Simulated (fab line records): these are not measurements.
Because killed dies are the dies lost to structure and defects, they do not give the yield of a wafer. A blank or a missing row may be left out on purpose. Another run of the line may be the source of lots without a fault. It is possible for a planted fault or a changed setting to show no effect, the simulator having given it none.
2 desks looking at one fault | flow n5_finfet | each desk holds nothing but its own numbers, with what lay behind them at the end

## THE DEFECT DESK
Lot by lot, what the route's inspections counted, given as the mean of those sampled wafers with a number. Any lot whose mean is over 4 standard deviations away from the usual mean is out of limits and marked OUT; that distance is given in the brackets.
Columns: A = raw_defect_count at N5_ZERO_LAYER_INSPECT_20, usual 33; B = raw_defect_count at N5_WELL_APT_INSPECT_10, usual 2.2
lot  | first seen here | A  | B
L839 | day 2 13:16     | 27 | 2.3
L840 | day 2 19:16     | 26 | 2.3
L848 | day 4 19:17     | 26 | 3.0
L849 | day 5 01:17     | 34 | 3.0
L853 | day 6 01:25     | 26 | 1.7
L855 | day 6 13:16     | 19 | 2.3
Result from this desk: across the 6 lots, nothing is out of limits.

## AT THE METROLOGY DESK
Lot by lot, what the gauges showed, no matter which tool ran the lot: averages of those sampled wafers that carry a number. Any lot whose mean is over 4 standard deviations away from the usual mean is out of limits and marked OUT; that distance is given in the brackets. Readings shown: 7 out of 13 (the first out of limits, and those lying furthest out on some lot).
Columns: A = cd_nm at N5_WELL_APT_CD_MEAS_08, usual 199.7 nm; B = NWELL_OVL at N5_WELL_APT_OVL_MEAS_09, usual -5 nm; C = DIBL_N at N5_BEOL_M4_RC_MEAS_101, usual 35.0 mV/V; D = DIBL_P at N5_BEOL_M4_RC_MEAS_101, usual 35.4 mV/V; E = IOFF_N at N5_BEOL_M4_RC_MEAS_101, usual 0.14 nA/um; F = ION_N at N5_BEOL_M4_RC_MEAS_101, usual 667 uA/um; G = SS_N at N5_BEOL_M4_RC_MEAS_101, usual 71.2 mV/dec
lot  | first seen here | A     | B             | C    | D    | E    | F   | G
L839 | day 2 12:38     | 199.2 | -3            | 37.9 | 38.8 | 0.19 | 684 | 72.1
L840 | day 2 18:39     | 199.5 | -3            | 34.8 | 35.2 | 0.16 | 689 | 70.7
L848 | day 4 18:40     | 203.1 | 22 (+5.0) OUT | 37.5 | 36.7 | 0.15 | 674 | 71.6
L849 | day 5 00:38     | 201.9 | 22 (+5.0) OUT | 34.1 | 34.1 | 0.12 | 672 | 70.5
L853 | day 6 00:47     | 202.1 | -9            | 34.9 | 35.0 | 0.13 | 662 | 71.3
L855 | day 6 12:38     | 198.7 | -7            | 33.2 | 33.6 | 0.11 | 662 | 70.6
This desk finds L848, L849 out of limits, with the earliest case on L848 at day 4 19:44 (NWELL_OVL at N5_WELL_APT_OVL_MEAS_09). L839, L840, L853, L855: within limits.

## ALL TOGETHER
At day 4 19:44 the metrology desk could have sounded an alarm, on L848, L849.
Nothing the defect desk looked at was out of limits.
The defect desk has L848, L849 on record, within its limits.
Of the lots named, all ran N5_WELL_APT_EXPOSE_05 on krf_scanner-02.

## WHAT THE SIMULATOR HAD PUT IN
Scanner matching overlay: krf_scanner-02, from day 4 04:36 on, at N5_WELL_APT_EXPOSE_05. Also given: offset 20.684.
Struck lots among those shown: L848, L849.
Delay in hours, fault start to first out-of-limits reading, per desk: metrology desk 15.
